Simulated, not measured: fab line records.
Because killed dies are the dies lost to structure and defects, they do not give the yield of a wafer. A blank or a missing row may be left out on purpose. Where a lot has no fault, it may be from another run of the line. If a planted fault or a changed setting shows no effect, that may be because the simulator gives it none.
Tool commonality check    flow nand harc    Lots sampled 14, wafers sampled 48

== WHY IT WAS OPENED ==
Flagged at NHARC_P_M1_CD_MEAS_09: reading cd nm, on 2 of 14 lots. No-fault wafers: 130.1 nm, standard deviation 0.77.
Rule: a lot gets a flag if all its wafers with a number sit over 4 standard deviations from that mean, or if no wafer of it has a number. The other lots count as sound.

lot   measured      on         cd nm (nm), wafer by wafer           flag
L288  day 6 09:43   cd sem-03  129.4 130.2 131.2                    
L290  day 6 22:57   cd sem-03  130.3 131.8 131.5                    
L291  day 7 10:14   cd sem-02  132.1 130.9 131.2                    
L292  day 8 06:37   cd sem-03  129.5 130.6 131.3                    
L293  day 8 07:31   cd sem-01  130.2 130.8 130.1                    
L294  day 8 15:40   cd sem-02  129.0 130.0 129.1                    
L295  day 9 13:24   cd sem-01  130.3 131.8 130.8                    
L296  day 9 18:02   cd sem-01  129.1 129.9 129.3                    
L297  day 10 00:56  cd sem-02  129.3 131.7 131.2                    
L298  day 10 09:07  cd sem-02  131.1 129.6 131.0                    
L299  day 10 20:57  cd sem-01  129.9 129.6 130.8                    
L304  day 13 00:08  cd sem-03  151.2 151.6 151.0 151.5 151.9 150.4  FLAGGED
L307  day 14 04:51  cd sem-03  147.3 146.6 146.8 147.2 146.6 146.5  FLAGGED
L310  day 15 12:19  cd sem-03  129.5 130.2 130.1                    
Average over the flagged lots: 149.1 nm; offset from the usual +19.0 nm, equal to +25 standard deviations.

== EACH LOT AND THE TOOL IT RAN ON ==
The record holds 3 process steps before the reading, out of a route of 1302 steps. In each cell: the tool, then ch and the chambers that the sampled wafers went through, then the start.
lot   flag     NHARC_P_M0_PVD_21                        NHARC_P_M0_ANNEAL_30              NHARC_P_M1_EXPOSE_06
L288           pvd sputter-01, day 6 07:41 or earlier   rtp anneal-02 ch 0, day 6 07:41   arfi scanner-01 ch 0, day 6 09:35
L290           pvd sputter-02, day 6 20:36 or earlier   rtp anneal-02 ch 0, day 6 20:36   arfi scanner-03 ch 0, day 6 22:49
L291           pvd sputter-02, day 7 08:02 or earlier   rtp anneal-02 ch 0, day 7 08:02   arfi scanner-01 ch 0, day 7 10:06
L292           pvd sputter-01, day 8 04:23 or earlier   rtp anneal-01 ch 0, day 8 04:23   arfi scanner-03 ch 0, day 8 06:28
L293           pvd sputter-02, day 8 05:31 or earlier   rtp anneal-02 ch 0, day 8 05:31   arfi scanner-03 ch 0, day 8 07:22
L294           pvd sputter-02, day 8 13:30 or earlier   rtp anneal-02 ch 0, day 8 13:30   arfi scanner-01 ch 0, day 8 15:32
L295           pvd sputter-03, day 9 10:48              rtp anneal-01 ch 0, day 9 11:19   arfi scanner-01 ch 0, day 9 13:16
L296           pvd sputter-03, day 9 15:49 or earlier   rtp anneal-02 ch 0, day 9 15:49   arfi scanner-02 ch 0, day 9 17:53
L297           pvd sputter-01, day 9 22:54 or earlier   rtp anneal-01 ch 0, day 9 22:54   arfi scanner-02 ch 0, day 10 00:48
L298           pvd sputter-01, day 10 06:54 or earlier  rtp anneal-01 ch 0, day 10 06:54  arfi scanner-01 ch 0, day 10 08:58
L299           pvd sputter-02, day 10 18:53 or earlier  rtp anneal-02 ch 0, day 10 18:53  arfi scanner-03 ch 0, day 10 20:49
L304  FLAGGED  pvd sputter-03, day 12 22:05 or earlier  rtp anneal-01 ch 0, day 12 22:05  arfi scanner-03 ch 0, day 13 00:01
L307  FLAGGED  pvd sputter-02, day 14 02:44 or earlier  rtp anneal-02 ch 0, day 14 02:44  arfi scanner-03 ch 0, day 14 04:43
L310           pvd sputter-02, day 15 10:16 or earlier  rtp anneal-02 ch 0, day 15 10:16  arfi scanner-01 ch 0, day 15 12:11
What is done by these steps:
- NHARC_P_M0_PVD_21: deposits Cu, target thk 30 nm, time 20.49 s.
- NHARC_P_M0_ANNEAL_30: time 90 s.
- NHARC_P_M1_EXPOSE_06: exposes mask P M1, target cd 130 nm.
- NHARC_P_M1_CD_MEAS_09: target cd 130 nm.

== FLAGGED OVER TOTAL, TOOL BY TOOL (the gauges that took the reading come last) ==
step                   tool             lots run  flagged  share of the flagged lots  sound lots run after its first flagged lot
NHARC_P_M0_PVD_21      pvd sputter-01   4         0        none                       -
NHARC_P_M0_PVD_21      pvd sputter-02   7         1        some                       1 (L310)
NHARC_P_M0_PVD_21      pvd sputter-03   3         1        some                       0
NHARC_P_M0_ANNEAL_30   rtp anneal-01    5         1        some                       0
NHARC_P_M0_ANNEAL_30   rtp anneal-02    9         1        some                       1 (L310)
NHARC_P_M1_EXPOSE_06   arfi scanner-01  6         0        none                       -
NHARC_P_M1_EXPOSE_06   arfi scanner-02  2         0        none                       -
NHARC_P_M1_EXPOSE_06   arfi scanner-03  6         2        all                        0
NHARC_P_M1_CD_MEAS_09  cd sem-01        4         0        none                       -
NHARC_P_M1_CD_MEAS_09  cd sem-02        4         0        none                       -
NHARC_P_M1_CD_MEAS_09  cd sem-03        6         2        all                        1 (L310)
NHARC_P_M0_PVD_21 gives no start for some lots, so the hours and the order of its lots are those of NHARC_P_M0_ANNEAL_30.

== WHAT IS ALLOWED BY THE TABLE ==
In 2 table rows, all flagged lots were run: arfi scanner-03 (NHARC_P_M1_EXPOSE_06), cd sem-03 (NHARC_P_M1_CD_MEAS_09).
- arfi scanner-03 at NHARC_P_M1_EXPOSE_06 ran 6 lots, 2 of them flagged. It ran its last sound lot, L299, at day 10 20:49 and its first flagged lot, L304, at day 13 00:01: a fault with its onset between the two fits. Its own readings (exposure dose mJ cm2) fall more than 4 standard deviations out on all wafers of the flagged lots.
- cd sem-03 at NHARC_P_M1_CD_MEAS_09 ran 6 lots, 2 of them flagged. Sound lots followed the first flagged one (L310) on it, something a lasting fault affecting the whole tool could not allow.
Just one tool remains: arfi scanner-03 at NHARC_P_M1_EXPOSE_06.

== WHAT WAS PUT IN BY THE SIMULATOR ==
Drift in process parameters on arfi scanner-03 at NHARC_P_M1_EXPOSE_06, starting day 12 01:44. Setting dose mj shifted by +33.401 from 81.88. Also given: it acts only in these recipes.
Struck lots among those shown: L304, L307. The rule above found the same.
